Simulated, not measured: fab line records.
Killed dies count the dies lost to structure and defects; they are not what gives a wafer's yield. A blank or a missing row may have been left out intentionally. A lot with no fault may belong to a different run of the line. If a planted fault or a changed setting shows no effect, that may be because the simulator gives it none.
What tool caused it? || flow nand_harc || 18 wafers from 6 lots sampled at 3 of the route's 1302 steps

== WHAT THE GAUGES READ, wafer by wafer ==
NHARC_A_ONON_D2_THK_MEAS_08: measures by ellipsometry.
{"lot": "L105", "measured": "day 13 11:33", "on": "film_metro-01", "thk_nm (nm)": "986 986 986"}
{"lot": "L108", "measured": "day 15 03:22", "on": "film_metro-01", "thk_nm (nm)": "1010 1009 1008"}
{"lot": "L112", "measured": "day 16 16:31", "on": "film_metro-01", "thk_nm (nm)": "1007 1006 1007"}
{"lot": "L117", "measured": "day 18 12:20", "on": "film_metro-02", "thk_nm (nm)": "997 998 997"}
{"lot": "L122", "measured": "day 20 07:52", "on": "film_metro-01", "thk_nm (nm)": "1003 1006 1002"}
{"lot": "L125", "measured": "day 21 13:25", "on": "film_metro-01", "thk_nm (nm)": "1002 1000 1001"}

== WHICH TOOL RAN EACH LOT (tool, then ch and the chambers of the sampled wafers, then the start) ==
{"lot": "L105", "NHARC_A_CHANNEL_HOLE_D1_ETCH_26": "har_etch-02 ch 0, day 9 17:52", "NHARC_A_DECK1_JOINT_DEP_16": "pecvd-02 ch 0,1, day 13 09:32"}
{"lot": "L108", "NHARC_A_CHANNEL_HOLE_D1_ETCH_26": "har_etch-02 ch 0,1, day 11 04:25", "NHARC_A_DECK1_JOINT_DEP_16": "pecvd-04 ch 0,2, day 15 01:22"}
{"lot": "L112", "NHARC_A_CHANNEL_HOLE_D1_ETCH_26": "har_etch-02 ch 0,1, day 12 20:15", "NHARC_A_DECK1_JOINT_DEP_16": "pecvd-04 ch 0,1,2, day 16 14:33"}
{"lot": "L117", "NHARC_A_CHANNEL_HOLE_D1_ETCH_26": "har_etch-02 ch 0,1, day 14 15:45", "NHARC_A_DECK1_JOINT_DEP_16": "pecvd-04 ch 0,1,2, day 18 10:21"}
{"lot": "L122", "NHARC_A_CHANNEL_HOLE_D1_ETCH_26": "har_etch-01 ch 0,1, day 16 10:20", "NHARC_A_DECK1_JOINT_DEP_16": "pecvd-01 ch 0,2, day 20 05:50"}
{"lot": "L125", "NHARC_A_CHANNEL_HOLE_D1_ETCH_26": "har_etch-01 ch 0,1, day 17 22:40", "NHARC_A_DECK1_JOINT_DEP_16": "pecvd-02 ch 1,2, day 21 11:23"}
- NHARC_A_CHANNEL_HOLE_D1_ETCH_26: etches the open film in C4F8/O2/Ar, time 224.1 s, target depth 300 nm.
- NHARC_A_DECK1_JOINT_DEP_16: deposits SiO2, target thk 45 nm.

== THE ANSWER, worked out from the rows above alone ==
Rule: the lots themselves supply what counts as usual. The widest of any qualifying gaps counts: lots, ordered by their means at a reading, are off when they make up no more than a third of the lots, leave a main group of 4 or more, and stand apart from it by 3 or more times the standard deviation of that group's means. A main group whose means are all the same, to the digits that the tables above print for the reading, isn't used. Also off: a lot with no number at a reading for which 4 or more lots have one. Where the step has rows for the other lots, those lots are counted as sound.
Nothing can be told from this: no lot is off at any reading shown.

== WHAT THE SIMULATOR HAD PUT IN ==
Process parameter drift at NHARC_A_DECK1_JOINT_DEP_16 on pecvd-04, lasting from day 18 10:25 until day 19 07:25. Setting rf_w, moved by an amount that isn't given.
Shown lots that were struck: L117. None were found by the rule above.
